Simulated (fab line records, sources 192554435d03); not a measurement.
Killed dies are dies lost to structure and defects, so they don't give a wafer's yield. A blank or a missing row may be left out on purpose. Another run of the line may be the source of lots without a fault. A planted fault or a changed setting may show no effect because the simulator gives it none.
A lot that was struck, set against a sound lot | flow n5_finfet | 37 out of 1938 route steps
Sound: the wafers L652.3, L652.4, L652.6. Struck: wafer L639.1. (L639.3, L639.6 of the same lot were not struck and are left out.) The cause comes at the end.
Each step with rows lists, per side, the tool, then ch with its chambers, then its first start. Under that, the readings that differ: sound wafers | struck wafers | difference of the means | sigmas: that difference in standard deviations of wafers without a fault.
alike: same words and numbers on both sides, and readings whose means sit less than 2 such deviations apart. not compared: any withheld reading, any reading some wafer has no value for, any bound like >300 that may hide the same value, and any number with overlapping values for which the record gives no deviation.
The two part at a step that has a row with sigmas, a row that says differs or no value, or rows on one side only. Numbers that have no deviation but don't overlap get no sigmas and don't part them. A reading that every wafer of one side lacks parts them only if that side has two wafers or more.

first, 10 steps without rows for these wafers: N5_HKMG_FIN_ALD_21 (deposits TiN, target thk 1.5 nm, pulse time 1 s, purge time 3 s); N5_HKMG_FIN_ALD_72 (deposits W, target thk 2 nm, pulse time 1 s, purge time 2 s); N5_HKMG_FIN_W_FILL_22 (material W, target thk 60 nm, time 18.2 s); N5_HKMG_FIN_PRECLEAN_83 (cleans in DIW, time 57.5 s); N5_HKMG_FIN_SRD_84 (dry time 32 s); N5_HKMG_FIN_CMP_23 (polishes, stops on SiNx, t overpolish 10 s, target thk 46.326 nm); N5_HKMG_FIN_CMP_94 (polishes, stops on SiNx, t overpolish 4.7 s, target thk 43.299 nm); N5_GATE_CUT_ETCHBACK_00 (etches W in SF6/Cl2); N5_GATE_CUT_ETCH_56 (etches TiN in Cl2/Ar, target depth 21.6 nm); N5_GATE_CUT_ETCHBACK_30 (etches TiN in Cl2/Ar, target depth 3 nm).
N5_GATE_CUT_VAPOR_ETCH_60: etches HfO2 in BCl3/Cl2.
  sound on rie_metal-02 ch 0,1, day 9 15:56; struck on rie_metal-03 ch 0, day 6 06:38
  reading               | sound          | struck | difference | sigmas
  oes_product_au (a.u.) | 0.78 0.68 0.78 | 0.61   | -0.14      | -2
  alike: drypump_motor_current_A
then, 25 steps without rows for these wafers: N5_GATE_CUT_ETCH_58 (etches SiNx in CH3F/O2, target depth 17 nm, time 128.6 s); N5_GATE_CUT_STRIP_59 (strips in N2/H2, time 20 s); N5_GATE_CUT_PRECLEAN_31 (cleans in DIW, time 300 s); N5_GATE_CUT_SRD_32 (time 30 s); N5_GATE_CUT_SAC_CAP_01 (material SiNx, target thk 24 nm, pulse time 1 s, ald cycles 480); N5_GATE_CUT_PECVD_57 (deposits SiNx from SiH4/NH3/N2, target thk 21 nm); N5_GATE_CUT_CMP_02 (polishes, stops on SiO2, t overpolish 12.7 s, target thk 0 nm); N5_GATE_CUT_HM_DEP_46 (deposits SiO2 from TEOS/O2, target thk 130 nm, time 26.6 s); N5_GATE_CUT_COAT_34 (time 60 s, resist thk 60 nm); N5_GATE_CUT_COAT_35 (time 60 s, resist thk 10 nm); N5_GATE_CUT_COAT_27 (time 60 s, resist thk 10 nm); N5_GATE_CUT_COAT_07 (resist thk 30 nm); N5_GATE_CUT_EBR_09; N5_GATE_CUT_SOFTBAKE_08 (time 60 s); N5_GATE_CUT_EXPOSE_10 (exposes mask GATE CUT, target cd 20 nm); N5_GATE_CUT_PEB_11 (peb time 60 s); N5_GATE_CUT_DEVELOP_12 (develop time 30 s); N5_GATE_CUT_DESCUM_18 (chemistry O2, time 7 s); N5_GATE_CUT_ETCH_28 (etches underlayer in N2/H2, target depth 13 nm, time 10.4 s); N5_GATE_CUT_ETCH_36 (etches SiARC in CF4, target depth 13 nm, time 21.7 s); N5_GATE_CUT_ETCH_37 (etches SOC in N2/H2, target depth 60 nm, overetch 12 nm, time 90 s); N5_GATE_CUT_STRIP_38 (strips in N2/H2); N5_GATE_CUT_STRIP_39 (strips in N2/H2); N5_GATE_CUT_HM_OPEN_40 (chemistry C4F6/O2, target SiO2, target depth 139 nm, time 85.1 s); N5_GATE_CUT_STRIP_41 (strips in CF4).
-- the record jumps here: 9 days lie between the struck wafers' starts before and after (it left off in module GATE_CUT and takes up again in module PASSIVATION, whose first step shown is number 1936 of the route) --
N5_PASSIVATION_PROBE_49:
  record: rows for the struck wafers here (prober-02, day 14 23:26), none for the sound ones

## WHERE THEY PART
Earliest at N5_GATE_CUT_VAPOR_ETCH_60; latest, in this record, at N5_PASSIVATION_PROBE_49.

WHY: what the simulator had put in
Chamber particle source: rie_metal-03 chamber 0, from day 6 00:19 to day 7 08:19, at N5_GATE_CUT_VAPOR_ETCH_60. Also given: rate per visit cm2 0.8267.
